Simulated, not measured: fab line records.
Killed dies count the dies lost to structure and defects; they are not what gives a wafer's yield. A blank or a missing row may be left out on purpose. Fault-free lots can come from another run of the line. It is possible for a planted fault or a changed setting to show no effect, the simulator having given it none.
Which of the tools did it? | flow nand_harc | 12 lots, 36 wafers sampled, at 1 step of a route of 1159

== WHAT THE GAUGES READ, wafer by wafer ==
NHARC_P_ZERO_WELL_CD_MEAS_52: the cd target is 2000 nm.
lot  | measured    | on        | cd_nm (nm)
L075 | day 2 00:06 | cd_sem-02 | 2001.9 2003.5 2003.2
L077 | day 2 11:45 | cd_sem-02 | 1997.6 1998.4 1999.2
L079 | day 2 23:37 | cd_sem-02 | 1997.5 1998.2 2000.4
L081 | day 3 11:56 | cd_sem-01 | 2000.8 2003.1 2000.5
L083 | day 3 23:40 | cd_sem-02 | 2000.6 2000.2 1999.5
L085 | day 4 11:43 | cd_sem-01 | 2002.8 2000.6 2002.7
L087 | day 5 00:08 | cd_sem-03 | 1997.0 1997.8 1998.5
L089 | day 5 11:44 | cd_sem-01 | 1999.1 2004.1 1998.2
L091 | day 5 23:47 | cd_sem-03 | 1997.2 2001.3 2001.4
L093 | day 6 11:46 | cd_sem-03 | 2003.9 2004.0 2003.5
L095 | day 6 23:53 | cd_sem-01 | 1998.7 1998.2 1997.3
L097 | day 7 11:32 | cd_sem-02 | 2001.3 2000.7 1999.6

== TOOL THAT RAN EACH LOT (tool first, then ch and the chambers of the sampled wafers, then the start) ==
Record: no process step prior to these readings.

== THE ANSWER, worked out from the rows above alone ==
Rule: the lots themselves supply what counts as usual. The widest of any qualifying gaps counts: lots, ordered by their means at a reading, are off when they make up no more than a third of the lots, leave a main group of 4 or more, and stand apart from it by 3 or more times the standard deviation of that group's means. A main group whose means are all the same, to the digits that the tables above print for the reading, isn't used. Also off: a lot with no number at a reading for which 4 or more lots have one. Where the step has rows for the other lots, those lots are counted as sound.
No lot is off on any of the readings shown, so nothing can be concluded from this.

== WHAT THE SIMULATOR PUT IN ==
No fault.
